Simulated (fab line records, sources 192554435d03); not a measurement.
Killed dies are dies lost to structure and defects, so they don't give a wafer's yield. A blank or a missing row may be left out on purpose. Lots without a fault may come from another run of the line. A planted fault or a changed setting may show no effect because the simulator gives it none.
fab line records | flow n5_finfet
record lots=7 wafers=21
route steps=1938 shown BEOL_M4@1027 BEOL_M5@1130 BEOL_M6@1194
start_h: hours from the record's first day to the start of the lot's first wafer shown | wait_h: hours since the lot's step before | " the same as in the row above | L1.1+2: a row that stands for several wafers | - no value, or no start given | * or withheld: withheld | < > ~ a bound
route shown NAME@n: a module of which the file shows steps, and the number in the route of the first | usual: mean/standard deviation of fault-free wafers | same: alike in all rows | chamber/n: place in a boat | sites: the reading at each site | _std_site: their standard deviation | _edge_site: outer sites' mean less inner sites' | radius_mm: how far each site lies from the wafer's centre | mask NAME#n: copy n | behind: the tool/chamber that last shaped the wafer | hold: why the lot was held/for how many hours/how that ended | device: the transistor (n, p or np) that didn't switch | end of line: the same wafers' tests at the end of the route | a step without rows: its recipe alone | killed: dies lost to structure and defects at the first sort, not the wafer's yield | map: a wafer's dies, x killed, . not, _ none there
set.NAME: the setting as run; set.NAME@STEP: as run at that earlier step | model.NAME: the simulator's own value behind a step, which no gauge read
lots whose settings were changed on purpose; a table a step, a row a wafer
## steps
# step N5_BEOL_M4_COAT_73
# recipe resist=underlayer temp_c=205 time_s=60 spin_rpm=1500 resist_thk_nm=5
# columns lot.wafer tool chamber start_h wait_h set.spin_rpm
L082.1 litho_track-01 0 - - 1333
L082.2+4 " 0 " " 1500
L077.2+4+5 litho_track-04 0 - - 1500
L083.2+4+5 litho_track-01 0 - - 1500
L086.1+3 litho_track-03 0 - - 1420
L086.5 " 0 " " 1500
L087.1+4 litho_track-03 0 - - 1500
L087.2 " 0 " " 1411
L090.2 litho_track-01 0 - - 1500
L090.3+5 " 0 " " 1593
L092.1+2+4 litho_track-04 0 - - 1500
# step N5_BEOL_M4_COAT_05
# recipe resist=CAR-EUV spin_rpm=1500 resist_thk_nm=30
# step N5_BEOL_M4_EBR_07
# recipe solvent=PGMEA ebr_width_mm=1.5
# step N5_BEOL_M4_DESCUM_16
# recipe chemistry=O2 time_s=7 source_power_w=50 bias_power_w=20 pressure_mtorr=20 rf_frequency_hz=2.712e+07 temp_c=40 resist=CAR-EUV o2_flow_sccm=225
# step N5_BEOL_M4_ETCH_74
# recipe chemistry=N2/H2 target=underlayer target_depth_a=65 mask_material=CAR-EUV time_s=5.2 ion_energy_ev=200 pressure_mtorr=30 source_w=840 bias_w=150 n2_flow_sccm=200 h2_flow_sccm=200 ends=cleared
# columns lot.wafer tool chamber start_h wait_h set.spin_rpm@BEOL_M4_COAT_73 model.etch.depth_nm
L082.1 rie_diel-05 0 214.15 0.0 1333 5.317
L082.2 " 2 " " 1500 4.994
L082.4 " 3 " " 1500 4.993
L077.2 rie_diel-05 1 219.95 0.0 1500 5
L077.4 " 3 " " 1500 4.991
L077.5 " 1 " " 1500 4.989
L083.2 rie_diel-03 3 228.05 0.0 1500 4.973
L083.4 " 1 " " 1500 4.979
L083.5 " 1 " " 1500 4.986
L086.1 rie_diel-03 2 240.62 0.0 1420 5.172
L086.3 " 3 " " 1420 5.176
L086.5 " 3 " " 1500 5.033
L087.1 rie_diel-03 0 248.41 0.0 1500 5.042
L087.2 " 1 " " 1411 5.202
L087.4 " 3 " " 1500 5.035
L090.2 rie_diel-03 3 260.21 0.0 1500 4.993
L090.3 " 0 " " 1593 4.836
L090.5 " 3 " " 1593 4.85
L092.1 rie_diel-05 0 284.42 0.0 1500 5.018
L092.2 " 3 " " 1500 5.008
L092.4 " 2 " " 1500 5.01
# step N5_BEOL_M4_ETCH_63
# recipe chemistry=CF4 target=SiARC target_depth_a=156 mask_material=CAR-EUV time_s=26 ion_energy_ev=80 pressure_mtorr=40 source_w=545 bias_w=36 Ar_flow_sccm=100 cf4_flow_sccm=100 ends=cleared
# step N5_BEOL_M4_ETCH_64
# recipe chemistry=N2/H2 target=SOC target_depth_a=750 overetch_a=225 mask_material=SiARC temp_c=40 time_s=121.9 ion_energy_ev=200 pressure_mtorr=30 source_w=840 bias_w=150 n2_flow_sccm=200 h2_flow_sccm=200
# columns lot.wafer tool chamber start_h wait_h set.spin_rpm@BEOL_M4_COAT_61 model.etch.depth_nm
L082.1 rie_diel-05 0 214.19 0.0 1564 58.6
L082.2 " 2 " " 1500 59.85
L082.4 " 3 " " 1500 59.99
L077.2 rie_diel-05 1 219.99 0.0 1380 62.69
L077.4 " 3 " " 1500 60.18
L077.5 " 1 " " 1380 62.93
L083.2 rie_diel-03 3 228.09 0.0 1368 62.65
L083.4 " 1 " " 1368 62.88
L083.5 " 1 " " 1500 59.95
L086.1 rie_diel-03 2 240.66 0.0 1500 60.12
L086.3 " 3 " " 1500 60.19
L086.5 " 3 " " 1500 60.26
L087.1 rie_diel-03 0 248.45 0.0 1500 60.28
L087.2 " 1 " " 1500 60.23
L087.4 " 3 " " 1500 60.54
L090.2 rie_diel-03 3 260.26 0.0 1500 60
L090.3 " 0 " " 1500 60.07
L090.5 " 3 " " 1500 59.98
L092.1 rie_diel-05 0 284.47 0.0 1500 60.15
L092.2 " 3 " " 1500 60.01
L092.4 " 2 " " 1500 59.93
# step N5_BEOL_M4_STRIP_65
# recipe chemistry=N2/H2 temp_c=40 n2_flow_sccm=200 h2_flow_sccm=200 rf_frequency_hz=6e+07
# step N5_BEOL_M4_STRIP_75
# recipe chemistry=N2/H2 temp_c=40 n2_flow_sccm=200 h2_flow_sccm=200 rf_frequency_hz=6e+07
# step N5_BEOL_M4_STRIP_66
# recipe chemistry=CF4 resist=SiARC power_w=300 bias_power_w=75 pressure_mtorr=50 cf4_flow_sccm=150 rf_frequency_hz=6e+07
# step N5_BEOL_M4_HM_OPEN_17
# recipe chemistry=Cl2/BCl3 target_depth_a=200 overetch_a=60 target=TiN mask_material=SOC ion_energy_ev=150 pressure_mtorr=10 icp_w=1000 bias_w=126 Cl2_flow_sccm=53.25 bcl3_flow_sccm=21.75 Ar_flow_sccm=25
# columns lot.wafer tool chamber start_h wait_h set.spin_rpm@BEOL_M4_COAT_61 model.SOC_of_BEOL_M4_COAT_61.thk_nm
L082.1 rie_metal-03 1 214.37 0.0 1564 50.2
L082.2 " 0 " " 1500 52
L082.4 " 1 " " 1500 51.8
L077.2 rie_metal-02 1 220.16 0.0 1380 54.6
L077.4 " 0 " " 1500 52.2
L077.5 " 1 " " 1380 54.8
L083.2 rie_metal-02 0 228.27 0.0 1368 54.6
L083.4 " 1 " " 1368 54.8
L083.5 " 0 " " 1500 52
L086.1+3 rie_metal-02 1 240.83 0.0 1500 52.2
L086.5 " 1 " " 1500 52.4
L087.1 rie_metal-03 1 248.63 0.0 1500 52
L087.2 " 0 " " 1500 52.4
L087.4 " 0 " " 1500 52.6
L090.2+5 rie_metal-01 0 260.47 0.1 1500 51.8
L090.3 " 0 " " 1500 52
L092.1 rie_metal-01 0 284.64 0.0 1500 52
L092.2 " 1 " " 1500 52.2
L092.4 " 0 " " 1500 51.8
# step N5_BEOL_M4_DESCUM_33
# recipe chemistry=O2 time_s=7 source_power_w=50 bias_power_w=20 pressure_mtorr=20 rf_frequency_hz=2.712e+07 temp_c=40 resist=CAR-EUV o2_flow_sccm=225
# columns lot.wafer tool chamber start_h wait_h set.time_s model.CAR-EUV_of_BEOL_M4_COAT_22.thk_nm
L082.1 rie_diel-05 1 215.11 0.0 7 26.2
L082.2+4 " 3,2 " " 5.58 26.8
L077.2 rie_diel-05 3 220.92 0.0 7.703 25.6
L077.4 " 1 " " 7.703 25.8
L077.5 " 2 " " 7 26
L083.2+5 rie_diel-04 1 229.01 0.0 7 26
L083.4 " 0 " " 7 26.2
L086.1+5 rie_diel-03 0,3 241.57 0.0 7 26.2
L086.3 " 2 " " 5.733 26.8
L087.1 rie_diel-04 1 249.28 0.0 5.468 26.6
L087.2 " 2 " " 5.468 26.8
L087.4 " 0 " " 7 26
L090.2 rie_diel-03 2 261.58 0.5 7 26
L090.3 " 0 " " 7 26.2
L090.5 " 2 " " 6.597 26.2
L092.1+2 rie_diel-04 2,1 285.78 0.5 7 26
L092.4 " 3 " " 7 25.8
# step N5_BEOL_M4_ETCH_77
# recipe chemistry=N2/H2 target=underlayer target_depth_a=65 mask_material=CAR-EUV time_s=5.2 ion_energy_ev=200 pressure_mtorr=30 source_w=840 bias_w=150 n2_flow_sccm=200 h2_flow_sccm=200 ends=cleared
# columns lot.wafer tool chamber start_h wait_h set.time_s@BEOL_M4_DESCUM_33 model.CAR-EUV_of_BEOL_M4_COAT_22.thk_nm
L082.1 rie_diel-05 1 215.15 0.0 7 20.4
L082.2+4 " 3,2 " " 5.58 21
L077.2+4 rie_diel-05 3,1 220.95 0.0 7.703 20
L077.5 " 2 " " 7 20.4
L083.2 rie_diel-04 1 229.05 0.0 7 20.2
L083.4+5 " 0,1 " " 7 20.4
L086.1 rie_diel-03 0 241.61 0.0 7 20.4
L086.3 " 2 " " 5.733 21.2
L086.5 " 3 " " 7 20.6
L087.1 rie_diel-04 1 249.31 0.0 5.468 21
L087.2 " 2 " " 5.468 21.2
L087.4 " 0 " " 7 20.4
L090.2+3 rie_diel-03 2,0 261.62 0.0 7 20.4
L090.5 " 2 " " 6.597 20.6
L092.1 rie_diel-04 2 285.81 0.0 7 20.4
L092.2+4 " 1,3 " " 7 20.2
# step N5_BEOL_M4_ETCH_69
# recipe chemistry=CF4 target=SiARC target_depth_a=156 mask_material=CAR-EUV time_s=26 ion_energy_ev=80 pressure_mtorr=40 source_w=545 bias_w=36 Ar_flow_sccm=100 cf4_flow_sccm=100 ends=cleared
# columns lot.wafer tool chamber start_h wait_h set.time_s@BEOL_M4_DESCUM_33 model.CAR-EUV_of_BEOL_M4_COAT_22.thk_nm
L082.1 rie_diel-05 1 215.17 0.0 7 11
L082.2+4 " 3,2 " " 5.58 11.8
L077.2+4 rie_diel-05 3,1 220.97 0.0 7.703 10.8
L077.5 " 2 " " 7 11
L083.2+5 rie_diel-04 1 229.07 0.0 7 11
L083.4 " 0 " " 7 11.2
L086.1 rie_diel-03 0 241.63 0.0 7 11.2
L086.3 " 2 " " 5.733 12
L086.5 " 3 " " 7 11.4
L087.1+2 rie_diel-04 1,2 249.33 0.0 5.468 11.8
L087.4 " 0 " " 7 11.2
L090.2+3 rie_diel-03 2,0 261.63 0.0 7 11.2
L090.5 " 2 " " 6.597 11.4
L092.1 rie_diel-04 2 285.83 0.0 7 11.2
L092.2+4 " 1,3 " " 7 11
# step N5_BEOL_M4_ETCH_70
# recipe chemistry=N2/H2 target=SOC target_depth_a=800 overetch_a=240 mask_material=SiARC temp_c=40 time_s=130 ion_energy_ev=200 pressure_mtorr=30 source_w=840 bias_w=150 n2_flow_sccm=200 h2_flow_sccm=200
# usual rf_vpp_V=524/3.3
# columns lot.wafer tool chamber start_h wait_h set.bias_w rf_vpp_V model.SiARC_of_BEOL_M4_COAT_68.thk_nm
L082.1 rie_diel-03 2 219.52 0.0 166.4 558 5
L082.2 " 0 " " 166.4 557 5
L082.4 " 3 " " 166.4 553 5.2
L077.2 rie_diel-04 1 222.68 0.0 150 527 5.6
L077.4 " 3 " " 130.1 482 7
L077.5 " 0 " " 150 527 5.8
L083.2 rie_diel-04 2 236.00 0.0 141.6 504 6
L083.4 " 1 " " 141.6 510 6.2
L083.5 " 0 " " 141.6 509 6.2
L086.1 rie_diel-05 3 249.36 0.0 166.2 556 5.2
L086.3 " 0 " " 166.2 556 5.2
L086.5 " 0 " " 166.2 557 5.2
L087.1 rie_diel-04 1 257.73 0.0 171.3 574 4.8
L087.2 " 3 " " 171.3 575 4.8
L087.4 " 2 " " 150 522 5.6
L090.2 rie_diel-04 0 272.10 0.0 150 528 5.8
L090.3 " 1 " " 150 529 5.6
L090.5 " 0 " " 150 528 5.8
L092.1 rie_diel-04 0 290.45 0.0 150 527 5.8
L092.2 " 2 " " 150 522 5.8
L092.4 " 1 " " 150 528 5.8
# step N5_BEOL_M5_ETCH_72
# recipe chemistry=N2/H2 target=underlayer target_depth_a=65 mask_material=CAR-EUV time_s=5.2 ion_energy_ev=200 pressure_mtorr=30 source_w=840 bias_w=150 n2_flow_sccm=200 h2_flow_sccm=200 ends=cleared
# usual rf_vpp_V=522.7/2
# columns lot.wafer tool chamber start_h wait_h set.bias_w rf_vpp_V
L082.1 rie_diel-01 3 227.43 0.0 175.2 573.2
L082.2 " 0 " " 150 522.0
L082.4 " 2 " " 175.2 575.8
L077.2 rie_diel-02 2 234.16 0.0 150 526.3
L077.4 " 3 " " 169.1 564.2
L077.5 " 2 " " 169.1 567.8
L083.2 rie_diel-06 3 244.86 0.0 150 524.1
L083.4 " 0 " " 150 520.2
L083.5 " 2 " " 150 522.9
L086.1 rie_diel-01 1 258.62 0.0 162.7 545.9
L086.3 " 0 " " 150 520.2
L086.5 " 1 " " 162.7 549.2
L087.1 rie_diel-06 2 266.57 0.0 150 525.0
L087.2 " 0 " " 150 520.0
L087.4 " 3 " " 150 524.9
L090.2 rie_diel-02 0 280.15 0.0 150 520.8
L090.3 " 2 " " 131.2 481.1
L090.5 " 1 " " 131.2 479.8
L092.1 rie_diel-01 2 299.23 0.0 150 521.0
L092.2 " 0 " " 150 522.7
L092.4 " 1 " " 150 518.5
# step N5_BEOL_M6_ILD_DEP_00
# recipe material=SiCOH_lowk target_thk_a=1797.5 temp_c=300 precursor=DEMS/porogen pressure_torr=5 rf_w=500 time_s=33.4
# columns lot.wafer tool chamber start_h wait_h set.time_s model.SiCOH_lowk_of_BEOL_M6_ILD_DEP_00.thk_nm
L082.1 pecvd-02 1 235.49 0.0 36.98 198.2
L082.2 " 0 " " 36.98 198.4
L082.4 " 0 " " 33.4 182.4
L077.2 pecvd-04 1 244.48 0.0 33.4 177
L077.4 " 2 " " 33.4 183.6
L077.5 " 1 " " 33.4 182.4
L083.2 pecvd-01 2 255.88 0.0 30.84 162
L083.4 " 0 " " 33.4 177.8
L083.5 " 2 " " 33.4 178.6
L086.1 pecvd-02 2 268.76 0.0 33.4 177.6
L086.3 " 1 " " 33.4 179.4
L086.5 " 1 " " 31.57 172.8
L087.1 pecvd-02 2 275.20 0.0 33.4 175.6
L087.2 " 0 " " 33.4 176.2
L087.4 " 0 " " 31.89 173
L090.2 pecvd-04 2 291.80 0.0 35.75 193.6
L090.3 " 1 " " 33.4 180.2
L090.5 " 2 " " 33.4 182.6
L092.1 pecvd-04 0 308.82 0.0 33.4 178.4
L092.2 " 2 " " 33.4 180.4
L092.4 " 2 " " 33.4 184
# step N5_BEOL_M6_CURE_74
# recipe temp_c=385 time_s=240 ambient=He/Ar material=SiCOH_lowk
# columns lot.wafer tool chamber start_h wait_h set.time_s@BEOL_M6_ILD_DEP_00 model.SiCOH_lowk_of_BEOL_M6_ILD_DEP_00.thk_nm
L082.1 uv_cure-03 0 235.55 0.0 36.98 171
L082.2 " 0 " " 36.98 171.2
L082.4 " 0 " " 33.4 157.2
L077.2 uv_cure-01 1 244.63 0.1 33.4 152.6
L077.4 " 1 " " 33.4 158.4
L077.5 " 1 " " 33.4 157.2
L083.2 uv_cure-03 2 256.05 0.1 30.84 139.4
L083.4 " 2 " " 33.4 153.4
L083.5 " 2 " " 33.4 154
L086.1 uv_cure-01 2 268.82 0.0 33.4 153
L086.3 " 2 " " 33.4 154.8
L086.5 " 2 " " 31.57 149
L087.1 uv_cure-01 2 275.27 0.0 33.4 151.4
L087.2 " 2 " " 33.4 152
L087.4 " 2 " " 31.89 149.2
L090.2 uv_cure-03 2 291.94 0.1 35.75 167
L090.3 " 2 " " 33.4 155.4
L090.5 " 2 " " 33.4 157.4
L092.1 uv_cure-03 1 308.89 0.0 33.4 153.8
L092.2 " 1 " " 33.4 155.6
L092.4 " 1 " " 33.4 158.6
# step N5_BEOL_M6_THK_MEAS_01
# recipe reads=SiCOH_lowk_of_BEOL_M6_ILD_DEP_00
# usual M6_ILD_THK=154.8/2.3
# columns lot.wafer tool chamber start_h wait_h set.time_s@BEOL_M6_ILD_DEP_00 M6_ILD_THK[nm]
L082.1 film_metro-01 - 236.07 0.4 36.98 171.3
L082.2 " - " " 36.98 171.1
L082.4 " - " " 33.4 157.2
L077.2 film_metro-02 - 245.06 0.4 33.4 152.8
L077.4 " - " " 33.4 158.4
L077.5 " - " " 33.4 157.4
L083.2 film_metro-02 - 256.48 0.4 30.84 139.4
L083.4 " - " " 33.4 153.2
L083.5 " - " " 33.4 153.8
L086.1 film_metro-02 - 269.33 0.4 33.4 153.1
L086.3 " - " " 33.4 154.7
L086.5 " - " " 31.57 148.9
L087.1 film_metro-01 - 275.78 0.4 33.4 151.4
L087.2 " - " " 33.4 151.9
L087.4 " - " " 31.89 149.2
L090.2 film_metro-01 - 292.37 0.4 35.75 167.2
L090.3 " - " " 33.4 155.4
L090.5 " - " " 33.4 157.4
L092.1 film_metro-01 - 309.40 0.4 33.4 153.8
L092.2 " - " " 33.4 155.5
L092.4 " - " " 33.4 158.7
# step N5_BEOL_M6_HM_DEP_02
# recipe material=TiN target_thk_a=200 temp_c=25 chamber_pressure_pa=0.49996
# columns lot.wafer tool chamber start_h wait_h set.target_thk_a model.TiN_of_BEOL_M6_HM_DEP_02.thk_nm
L082.1 pvd_sputter-03 - 236.29 0.2 200 19.6
L082.2 " - " " 226.9 22.8
L082.4 " - " " 200 20
L077.2 pvd_sputter-02 - 245.45 0.3 200 19.6
L077.4 " - " " 176.9 17.2
L077.5 " - " " 176.9 17
L083.2 pvd_sputter-02 - 257.95 1.4 200 19.8
L083.4 " - " " 173.6 17.4
L083.5 " - " " 173.6 17.6
L086.1 pvd_sputter-02 - 271.60 2.2 200 20.2
L086.3 " - " " 178.6 18
L086.5 " - " " 178.6 18.2
L087.1 pvd_sputter-01 - 276.35 0.5 186.1 19
L087.2 " - " " 200 20.2
L087.4 " - " " 186.1 18.4
L090.2 pvd_sputter-01 - 293.83 1.4 224.8 22.8
L090.3 " - " " 200 19.8
L090.5 " - " " 224.8 22.4
L092.1+2 pvd_sputter-02 - 309.94 0.5 200 20.2
L092.4 " - " " 200 20
# step N5_BEOL_M6_COAT_59
# recipe resist=SOC temp_c=250 time_s=60 spin_rpm=1500 resist_thk_nm=100
# step N5_BEOL_M6_COAT_60
# recipe resist=SiARC temp_c=220 time_s=60 spin_rpm=1500 resist_thk_nm=35
# step N5_BEOL_M6_STRIP_68
# recipe chemistry=N2/H2 temp_c=40 n2_flow_sccm=200 h2_flow_sccm=200 rf_frequency_hz=6e+07
# step N5_BEOL_M6_STRIP_67
# recipe chemistry=CF4 resist=SiARC power_w=300 bias_power_w=75 pressure_mtorr=50 cf4_flow_sccm=150 rf_frequency_hz=6e+07
# step N5_BEOL_M6_HM_OPEN_17
# recipe chemistry=Cl2/BCl3 target_depth_a=200 overetch_a=60 target=TiN mask_material=SOC ion_energy_ev=150 pressure_mtorr=10 icp_w=1000 bias_w=126 Cl2_flow_sccm=53.25 bcl3_flow_sccm=21.75 Ar_flow_sccm=25
# columns lot.wafer tool chamber start_h wait_h set.target_thk_a@BEOL_M6_HM_DEP_02 model.etch.depth_nm
L082.1 rie_metal-01 1 237.57 0.0 200 19.68
L082.2 " 0 " " 226.9 22.86
L082.4 " 0 " " 200 20.08
L077.2 rie_metal-02 0 246.40 0.0 200 19.59
L077.4 " 1 " " 176.9 17.16
L077.5 " 0 " " 176.9 17.09
L083.2 rie_metal-03 0 258.69 0.0 200 19.8
L083.4 " 1 " " 173.6 17.43
L083.5 " 0 " " 173.6 17.57
L086.1 rie_metal-01 0 272.61 0.0 200 20.18
L086.3 " 0 " " 178.6 18.07
L086.5 " 0 " " 178.6 18.1
L087.1 rie_metal-01 0 277.52 0.0 186.1 19
L087.2 " 0 " " 200 20.25
L087.4 " 0 " " 186.1 18.49
L090.2 rie_metal-03 1 295.68 0.0 224.8 22.79
L090.3 " 0 " " 200 19.88
L090.5 " 1 " " 224.8 22.47
L092.1 rie_metal-01 1 310.74 0.0 200 20.1
L092.2 " 0 " " 200 20.26
L092.4 " 0 " " 200 19.98
# step N5_BEOL_M6_TRENCH_ETCH_37
# recipe chemistry=C4F6/O2 target_depth_a=944.35 target=SiCOH_lowk time_s=31.5 ion_energy_ev=250 pressure_mtorr=30 source_w=345 bias_w=185 Ar_flow_sccm=300 C4F6_flow_sccm=10 O2_flow_sccm=10
# columns lot.wafer tool chamber start_h wait_h set.bias_w set.target_thk_a@BEOL_M6_HM_DEP_02 model.TiN_of_BEOL_M6_HM_DEP_02.thk_nm
L082.1 rie_diel-04 2 - - 185 200 16.8
L082.2 " 0 " " 185 226.9 20.2
L082.4 " 1 " " 185 200 17.4
L077.2 rie_diel-03 1 - - 157.7 200 17.2
L077.4 " 3 " " 157.7 176.9 14.8
L077.5 " 1 " " 157.7 176.9 14.6
L083.2 rie_diel-05 0 - - 185 200 17.2
L083.4+5 " 1,2 " " 185 173.6 14.8
L086.1 rie_diel-03 3 - - 211.6 200 17.4
L086.3 " 0 " " 211.6 178.6 15
L086.5 " 2 " " 185 178.6 15.4
L087.1 rie_diel-03 0 - - 185 186.1 16.2
L087.2 " 2 " " 185 200 17.6
L087.4 " 0 " " 194.7 186.1 15.6
L090.2 rie_diel-03 1 - - 185 224.8 20
L090.3 " 0 " " 196.6 200 17
L090.5 " 0 " " 185 224.8 19.8
L092.1+4 rie_diel-05 2,1 - - 185 200 17.4
L092.2 " 0 " " 185 200 17.6
## key
split step=N5_BEOL_M4_COAT_73 setting=spin_rpm stated=1500 by=wafer
response step=N5_BEOL_M4_ETCH_74 reading=model.etch.depth_nm change=-0.0277 per=1% r=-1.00
split step=N5_BEOL_M4_DESCUM_33 setting=time_s stated=7 by=wafer
response step=N5_BEOL_M4_DESCUM_33 reading=model.CAR-EUV_of_BEOL_M4_COAT_22.thk_nm change=-0.031 per=1% r=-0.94
response step=N5_BEOL_M4_ETCH_77 reading=model.CAR-EUV_of_BEOL_M4_COAT_22.thk_nm change=-0.0335 per=1% r=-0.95
response step=N5_BEOL_M4_ETCH_69 reading=model.CAR-EUV_of_BEOL_M4_COAT_22.thk_nm change=-0.0334 per=1% r=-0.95
split step=N5_BEOL_M4_ETCH_70 setting=bias_w stated=150 by=wafer
response step=N5_BEOL_M4_ETCH_70 reading=rf_vpp_V change=+3.53 per=1% r=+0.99
response step=N5_BEOL_M4_ETCH_70 reading=model.SiARC_of_BEOL_M4_COAT_68.thk_nm change=-0.0758 per=1% r=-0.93
split step=N5_BEOL_M5_ETCH_72 setting=bias_w stated=150 by=wafer
response step=N5_BEOL_M5_ETCH_72 reading=rf_vpp_V change=+3.16 per=1% r=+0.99
split step=N5_BEOL_M6_ILD_DEP_00 setting=time_s stated=33.4 by=wafer
response step=N5_BEOL_M6_ILD_DEP_00 reading=model.SiCOH_lowk_of_BEOL_M6_ILD_DEP_00.thk_nm change=+1.55 per=1% r=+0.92
response step=N5_BEOL_M6_CURE_74 reading=model.SiCOH_lowk_of_BEOL_M6_ILD_DEP_00.thk_nm change=+1.36 per=1% r=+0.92
response step=N5_BEOL_M6_THK_MEAS_01 reading=M6_ILD_THK change=+1.36 per=1% r=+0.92
split step=N5_BEOL_M6_HM_DEP_02 setting=target_thk_a stated=200 by=wafer
response step=N5_BEOL_M6_HM_DEP_02 reading=model.TiN_of_BEOL_M6_HM_DEP_02.thk_nm change=+0.208 per=1% r=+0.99
response step=N5_BEOL_M6_HM_OPEN_17 reading=model.etch.depth_nm change=+0.206 per=1% r=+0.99
response step=N5_BEOL_M6_TRENCH_ETCH_37 reading=model.TiN_of_BEOL_M6_HM_DEP_02.thk_nm change=+0.216 per=1% r=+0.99
split step=N5_BEOL_M6_TRENCH_ETCH_37 setting=bias_w stated=185 by=wafer
response none clear
split outside_this_file step=N5_BEOL_M4_COAT_61 setting=spin_rpm
# split outside_this_file: this setting was split too, and the file shows its column; the key of that split is in another file
